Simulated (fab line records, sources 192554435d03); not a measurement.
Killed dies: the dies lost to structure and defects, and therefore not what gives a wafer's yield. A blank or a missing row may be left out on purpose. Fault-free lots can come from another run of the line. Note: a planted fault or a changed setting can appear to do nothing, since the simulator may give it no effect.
Matching of chambers	flow n5-finfet	3 sister chambers for N5_BEOL_M0_SAQP_PECVD_04 on pecvd-03
The step deposits a-Si from SiH4/He, target thk 60 nm, time 60.2 s. 16 wafers are shown with their chamber, then 8 later ones without.

WAFERS WITH THEIR CHAMBER
wafer	chamber	throttle-valve-pct (%)	heater-power-outer-w (W)	heater-power-w (W)
L079.1	1	20.1	344	571
L079.4	1	20.2	354	576
L079.6	2	18.0	405	682
L081.1	2	18.0	473	788
L081.2	1	20.0	346	570
L081.5	2	18.1	467	787
L083.4	1	20.3	366	593
L083.5	0	19.4	262	494
L083.6	2	18.1	466	772
L084.2	1	20.3	322	527
L084.4	0	19.2	277	493
L084.5	2	18.1	441	714
L086.1	1	20.0	312	525
L086.2	0	19.4	267	501
L086.3	0	19.7	271	495
L087.1	0	19.6	279	508

SIGNATURES (averages over the wafers above)
reading	chamber 0	chamber 1	chamber 2	scatter within a chamber
throttle-valve-pct	19.460	20.150	18.060	0.141
heater-power-outer-w	271.20	340.67	450.40	20.4
heater-power-w	498.20	560.33	748.60	31.9
Rule: for each reading, subtract the chamber's mean from the wafer's reading, divide by that reading's scatter and square the result; add these up over the readings and take the root, which gives the wafer's distance from the chamber. If the next closest chamber is less than 2 further off than the closest, the wafer can't be placed; otherwise it belongs to the closest. The scatter is the square root of a quotient: the sum, over the shown wafers, of each reading's squared deviation from its chamber's mean, divided by wafers minus chambers.

WAFERS WITHOUT THEIR CHAMBER
wafer	throttle-valve-pct (%)	heater-power-outer-w (W)	heater-power-w (W)
L087.2	20.3	365	605
L087.6	20.0	372	599
L094.1	18.1	460	771
L094.3	20.3	315	520
L094.4	20.3	317	515
L095.2	19.4	289	544
L095.3	20.2	307	522
L095.4	19.5	294	547

THE CHAMBER EACH PASSED THROUGH
wafer	from the rows above	in truth
L087.2	1	1
L087.6	1	1
L094.1	2	2
L094.3	1	1
L094.4	1	1
L095.2	0	0
L095.3	1	1
L095.4	0	0
8 of 8 placed correctly. Number that these rows cannot place: 0. Number placed wrongly: 0.
